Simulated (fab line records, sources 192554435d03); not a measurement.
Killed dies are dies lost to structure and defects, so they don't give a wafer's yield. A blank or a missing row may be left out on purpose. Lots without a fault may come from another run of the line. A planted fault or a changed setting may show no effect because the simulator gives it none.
A struck lot beside a sound one | flow n5_finfet | 16 steps out of a route of 1938
Sound: wafers L291.3, L291.4, L291.6. Struck: wafers L298.2, L298.3, L298.4. The cause comes at the end.
At each step with rows: each side's tool, then ch and its chambers, then its first start. Under that, the readings that differ: sound wafers | struck wafers | difference of the means | sigmas: that difference in standard deviations of wafers without a fault.
alike: readings whose means differ by less than 2 such deviations, and words and numbers that are the same on both sides. not compared: withheld readings, readings that some wafer has no value for, bounds like >300 that may hide the same value, and numbers for which the record gives no deviation and whose values overlap.
The two part at a step that has a row with sigmas, a row that says differs or no value, or rows on one side only. Numbers that don't overlap but have no deviation are shown without sigmas and don't part them. A reading that every wafer of one side lacks parts them only if that side has two wafers or more.

first, 2 steps without rows for these wafers: N5_HKMG_FIN_WET_ETCH_18 (etches TiN in SC1, time 55 s, target depth 5.2 nm, rinse time 30 s); N5_HKMG_FIN_STRIP_19 (strips in N2/H2, time 360 s).
N5_HKMG_FIN_ALD_91: deposits TiN, target thk 1 nm, pulse time 1 s, purge time 3 s.
  sound on ald_metal-01 ch 0,2, day 4 16:48; struck on ald_metal-04 ch 0,1,3, day 6 07:52
  alike: heater_power_w, precursor_pulse_height_rel
then, 1 step without rows for these wafers: N5_HKMG_FIN_COAT_85 (time 60 s, resist thk 300 nm).
N5_HKMG_FIN_ETCH_86: etches SOC in N2/H2, stops on TiN, target depth 393.2 nm.
  sound on rie_diel-01 ch 0,2, day 4 17:08; struck on rie_diel-04 ch 2,3, day 6 08:16
  reading      | sound             | struck            | difference | sigmas
  rf_vpp_V (V) | 242.6 243.1 243.7 | 239.9 240.2 239.9 | -3.1       | -2
  alike: drypump_motor_current_A, n2_flow_sccm, oes_product_au, showerhead_plenum_p_Torr, throttle_valve_pct
  not compared: rf_hours_counter_h
N5_HKMG_FIN_STRIP_89: strips SOC in N2/H2, time 20 s.
  sound on rie_diel-01 ch 0,2, day 4 17:12; struck on rie_diel-04 ch 2,3, day 6 08:20
  alike: bias_power_w, chamber_pressure_mTorr, drypump_motor_current_A, n2_flow_sccm, oes_product_au, rf_vpp_V, showerhead_plenum_p_Torr, throttle_valve_pct
  not compared: rf_hours_counter_h
then, 2 steps without rows for these wafers: N5_HKMG_FIN_WET_ETCH_87 (etches TiN in SC1, time 154.2 s, target depth 4.7 nm, rinse time 30 s); N5_HKMG_FIN_STRIP_88 (strips in N2/H2, time 360 s).
N5_HKMG_FIN_NWFM_ALD_20: deposits TiAlC, target thk 2 nm, pulse time 3 s, purge time 2 s.
  sound on ald_metal-02 ch 1,2, day 4 17:46; struck on ald_metal-04 ch 0,2,3, day 6 08:54
  alike: heater_power_w, precursor_pulse_height_rel
N5_HKMG_FIN_ALD_71: deposits TiN, target thk 1 nm, pulse time 1 s, purge time 3 s.
  sound on ald_metal-02 ch 1,2, day 4 17:52; struck on ald_metal-04 ch 0,2,3, day 6 09:00
  alike: heater_power_w, precursor_pulse_height_rel
then, 2 steps without rows for these wafers: N5_HKMG_FIN_COAT_66 (time 60 s, resist thk 300 nm); N5_HKMG_FIN_ETCH_67 (etches SOC in N2/H2, stops on TiN, target depth 388.9 nm).
N5_HKMG_FIN_STRIP_90: strips SOC in N2/H2, time 20 s.
  sound on rie_diel-04 ch 0,1, day 4 18:16; struck on rie_diel-04 ch 1,3, day 6 09:29
  no value came back on the struck wafers for any of 8 readings (bias_power_w (W), chamber_pressure_mTorr (mTorr) and others); on the sound wafers bias_power_w (W) reads 7.981 7.943 7.969
  not compared: rf_hours_counter_h
then, 1 step without rows for these wafers: N5_HKMG_FIN_WET_ETCH_73 (etches the open film in SC1, time 42.3 s, target depth 1.3 nm, rinse time 30 s).
-- the record jumps here: 5 days lie between the struck wafers' starts before and after (it left off in module HKMG_FIN and takes up again in module BEOL_M4, whose first step shown is number 1111 of the route) --
N5_BEOL_M4_RC_MEAS_101:
  sound on prober-02 ch 0, day 9 04:18; struck on prober-01 ch 0, day 10 21:52
  reading       | sound          | struck         | difference | sigmas
  ION_P (uA/um) | 457 448 455    | 474 479 472    | +22        | +3
  VT_P (mV)     | -254 -255 -251 | -242 -241 -245 | +11        | +3
  alike: DIBL_N, DIBL_P, IOFF_N, IOFF_P, ION_N, SS_N, SS_P, VT_N
N5_PASSIVATION_PROBE_49:
  the record has rows for the sound wafers here (prober-02, day 13 14:02) and none for the struck ones

WHERE THEY PART
First at N5_HKMG_FIN_ETCH_86; last, within this record, at N5_PASSIVATION_PROBE_49.

WHY: what the simulator had put in
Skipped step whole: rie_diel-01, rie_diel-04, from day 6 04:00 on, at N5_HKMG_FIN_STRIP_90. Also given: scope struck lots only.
